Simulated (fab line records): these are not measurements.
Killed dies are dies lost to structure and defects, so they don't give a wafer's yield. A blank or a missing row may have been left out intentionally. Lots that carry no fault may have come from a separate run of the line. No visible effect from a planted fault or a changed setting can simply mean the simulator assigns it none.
Matching of chambers | flow n5 finfet | N5_HKMG_FIN_HK_ALD_01 on ald hk-01: 4 sister chambers
The step deposits HfO2, target thk 1.6 nm, pulse time 3 s, purge time 3 s. 4 wafers are shown with their chamber, then 7 later ones without.

WAFERS WITH THEIR CHAMBER
wafer  | chamber | precursor pulse height rel
L088.1 | 1       | 1.008
L088.5 | 3       | 0.984
L090.1 | 0       | 1.004
L090.2 | 2       | 1.034

WAFERS WITHOUT THEIR CHAMBER
wafer  | precursor pulse height rel
L090.4 | 0.993
L091.2 | 1.015
L091.4 | 1.020
L091.5 | 1.003
L092.1 | 1.020
L092.2 | 0.978
L092.3 | 0.970

THE CHAMBER EACH PASSED THROUGH
wafer  | from the rows above          | in truth
L090.4 | can't be placed: 3 or 0 or 1 | 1
L091.2 | can't be placed: 1 or 0 or 2 | 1
L091.4 | can't be placed: 1 or 2 or 0 | 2
L091.5 | can't be placed: 0 or 1 or 3 | 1
L092.1 | can't be placed: 1 or 2 or 0 | 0
L092.2 | 3                            | 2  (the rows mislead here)
L092.3 | 3                            | 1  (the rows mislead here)
Correctly placed: 0 of 7. Unplaceable from these rows: 5, with the true chamber sitting among the candidates in 5. Placed wrongly: 2.
How it was worked out, from the rows above alone: a wafer's distance from a chamber is the root of the sum, over the readings, of the square of ((its reading less the chamber's mean) divided by the reading's scatter). The wafer belongs to the nearest chamber; if the next one is less than 2 further off, it can't be placed. A chamber's mean is the mean of its shown wafers. The scatter: root of mean squared gap, hidden wafer to nearest shown wafer, with one shown wafer a chamber.
